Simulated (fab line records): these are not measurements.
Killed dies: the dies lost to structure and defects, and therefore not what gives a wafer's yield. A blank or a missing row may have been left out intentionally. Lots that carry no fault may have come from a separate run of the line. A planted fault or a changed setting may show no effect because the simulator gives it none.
Chamber matching :: flow nand_harc :: 4 sister chambers for NHARC_A_CHANNEL_FILL_D2_ETCHBACK_08 on rie_diel-06
The step etches the open film in C4F8, target depth 220 nm, time 110 s. 4 wafers are shown with their chamber, then 9 later ones without.

WAFERS, EACH WITH ITS CHAMBER
wafer: L676.3
chamber: 3
rf_vpp_V (V): 441.1

wafer: L680.6
chamber: 2
rf_vpp_V (V): 436.8

wafer: L687.5
chamber: 1
rf_vpp_V (V): 441.1

wafer: L687.6
chamber: 0
rf_vpp_V (V): 445.4

WAFERS MISSING THEIR CHAMBER
wafer: L693.2
rf_vpp_V (V): 441.8

wafer: L693.4
rf_vpp_V (V): 438.1

wafer: L693.6
rf_vpp_V (V): 441.1

wafer: L694.1
rf_vpp_V (V): 440.8

wafer: L694.2
rf_vpp_V (V): 442.9

wafer: L694.5
rf_vpp_V (V): 437.6

wafer: L698.2
rf_vpp_V (V): 441.6

wafer: L698.4
rf_vpp_V (V): 441.6

wafer: L698.6
rf_vpp_V (V): 441.9

EACH ONE'S CHAMBER
wafer: L693.2
from the rows above: can't be placed: 1 or 3
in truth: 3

wafer: L693.4
from the rows above: can't be placed: 2 or 1 or 3
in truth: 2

wafer: L693.6
from the rows above: can't be placed: 1 or 3
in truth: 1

wafer: L694.1
from the rows above: can't be placed: 1 or 3
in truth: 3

wafer: L694.2
from the rows above: can't be placed: 1 or 3 or 0
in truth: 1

wafer: L694.5
from the rows above: 2
in truth: 2

wafer: L698.2
from the rows above: can't be placed: 1 or 3
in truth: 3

wafer: L698.4
from the rows above: can't be placed: 1 or 3
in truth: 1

wafer: L698.6
from the rows above: can't be placed: 1 or 3
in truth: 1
Correctly placed: 1 of 9. These rows do not allow placing 8 (true chamber among the candidates in 8). 0 placed wrongly.
How it was worked out, from the rows above alone: a wafer's distance from a chamber is the root of the sum, over the readings, of the square of ((its reading less the chamber's mean) divided by the reading's scatter). The wafer belongs to the nearest chamber; if the next one is less than 2 further off, it can't be placed. For every chamber, the mean is computed from those of its wafers that are shown. The scatter: root of mean squared gap, hidden wafer to nearest shown wafer, with one shown wafer a chamber.
